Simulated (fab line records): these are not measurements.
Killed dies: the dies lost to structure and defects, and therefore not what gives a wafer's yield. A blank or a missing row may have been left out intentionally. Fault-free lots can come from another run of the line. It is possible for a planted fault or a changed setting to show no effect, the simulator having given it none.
Which tool was responsible? | flow nandHarc | 12 lots with 36 wafers sampled at 5 steps, on a route of 1159 steps

WHAT EACH GAUGE READ, for each wafer
NHARC_A_SGD_CUT_INSPECT_25.
lot  | measured     | on               | rawDefectCount
L077 | day 14 22:17 | defectInspect-01 | 302 263 332
L076 | day 15 01:53 | defectInspect-01 | 390 280 249
L079 | day 15 01:55 | defectInspect-01 | 230 331 271
L081 | day 15 14:29 | defectInspect-02 | 350 325 238
L082 | day 16 06:17 | defectInspect-01 | 368 395 486
L085 | day 16 23:24 | defectInspect-01 | 229 214 229
L087 | day 17 08:32 | defectInspect-02 | 289 390 281
L090 | day 17 19:16 | defectInspect-02 | 493 527 496
L091 | day 18 09:26 | defectInspect-02 | 235 324 270
L093 | day 18 09:29 | defectInspect-01 | 201 203 182
L095 | day 19 05:34 | defectInspect-01 | 218 182 199
L096 | day 19 18:29 | defectInspect-01 | 318 326 396

WHAT TOOL EACH LOT RAN ON (gives the tool, then ch and the chambers of the sampled wafers, and finally the start)
lot  | NHARC_A_STAIRCASE_DEP_417       | NHARC_A_STAIRCASE_CMP_450     | NHARC_A_STAIRCASE_ETCHBACK_422    | NHARC_A_STAIRCASE_CMP_472
L077 | pecvd-01 ch 0,1,2, day 12 16:23 | cmp-01 ch 1,3, day 14 10:17   | rieDiel-07 ch 2,3, day 14 10:49   | cmp-02 ch 0,1,3, day 14 11:44
L076 | pecvd-02 ch 0,1,2, day 12 22:44 | cmp-03 ch 0,1,2, day 14 16:50 | rieDiel-07 ch 0,2,3, day 14 17:22 | cmp-02 ch 0,2, day 14 18:21
L079 | pecvd-01 ch 0,1, day 13 03:55   | cmp-01 ch 0,1,2, day 14 16:56 | rieDiel-08 ch 0,2,3, day 14 17:28 | cmp-03 ch 0,1, day 14 18:31
L081 | pecvd-01 ch 0,1,2, day 13 10:03 | cmp-03 ch 0,2, day 15 05:23   | rieDiel-07 ch 2,3, day 15 05:58   | cmp-02 ch 0,2,3, day 15 06:53
L082 | pecvd-02 ch 1,2, day 14 06:15   | cmp-02 ch 0,2, day 15 21:39   | rieDiel-02 ch 1,2,3, day 15 22:12 | cmp-01 ch 0,3, day 15 23:07
L085 | pecvd-02 ch 0,1, day 14 13:20   | cmp-01 ch 0,1,2, day 16 10:44 | rieDiel-07 ch 1,2,3, day 16 11:17 | cmp-01 ch 0,1, day 16 12:19
L087 | pecvd-03 ch 0,2, day 15 01:47   | cmp-02 ch 0,2,3, day 16 23:19 | rieDiel-07 ch 0,1,2, day 16 23:55 | cmp-01 ch 0,3, day 17 01:00
L090 | pecvd-02 ch 0,1, day 15 16:58   | cmp-02 ch 0,1, day 17 10:02   | rieDiel-02 ch 0,1,2, day 17 10:35 | cmp-01 ch 0,3, day 17 11:31
L091 | pecvd-02 ch 1,2, day 16 05:19   | cmp-02 ch 0,1,3, day 18 00:17 | rieDiel-02 ch 0,1,2, day 18 00:50 | cmp-02 ch 1,3, day 18 01:46
L093 | pecvd-02 ch 0,1,2, day 16 13:23 | cmp-02 ch 0,3, day 18 03:07   | rieDiel-02 ch 0,2,3, day 18 03:43 | cmp-02 ch 0,1,3, day 18 04:37
L095 | pecvd-02 ch 0,1, day 17 02:50   | cmp-01 ch 0,2,3, day 18 20:43 | rieDiel-07 ch 1,2,3, day 18 21:14 | cmp-01 ch 0,1,2, day 18 22:23
L096 | pecvd-03 ch 0,2, day 17 08:38   | cmp-01 ch 0,1,3, day 19 08:46 | rieDiel-02 ch 1,2,3, day 19 09:17 | cmp-01 ch 0,1,3, day 19 10:14
- NHARC_A_STAIRCASE_DEP_417: deposits Si3N4, target thk 60 nm.
- NHARC_A_STAIRCASE_CMP_450: polishes SiO2, target thk 200 nm.
- NHARC_A_STAIRCASE_ETCHBACK_422: etches the open film in CH3F/O2, target depth 40 nm, time 74.286 s.
- NHARC_A_STAIRCASE_CMP_472: polishes SiO2.

THE ANSWER, worked out from the rows above alone
Rule: the usual values come from the lots themselves. Put in order of their means at a reading, lots are off if they are a third of the lots or fewer, leave a main group of 4 or more, and stand apart from it by a gap of 3 or more times the standard deviation of the main group's means; of several such gaps the widest counts. A main group is skipped when, at the precision printed for the reading in the tables above, its means are all equal. Also off: a lot with no number at a reading for which 4 or more lots have one. Any other lot the step has rows for is counted as sound.
Nothing can be told from this: no lot is off at any reading shown.

WHAT WAS PUT IN BY THE SIMULATOR
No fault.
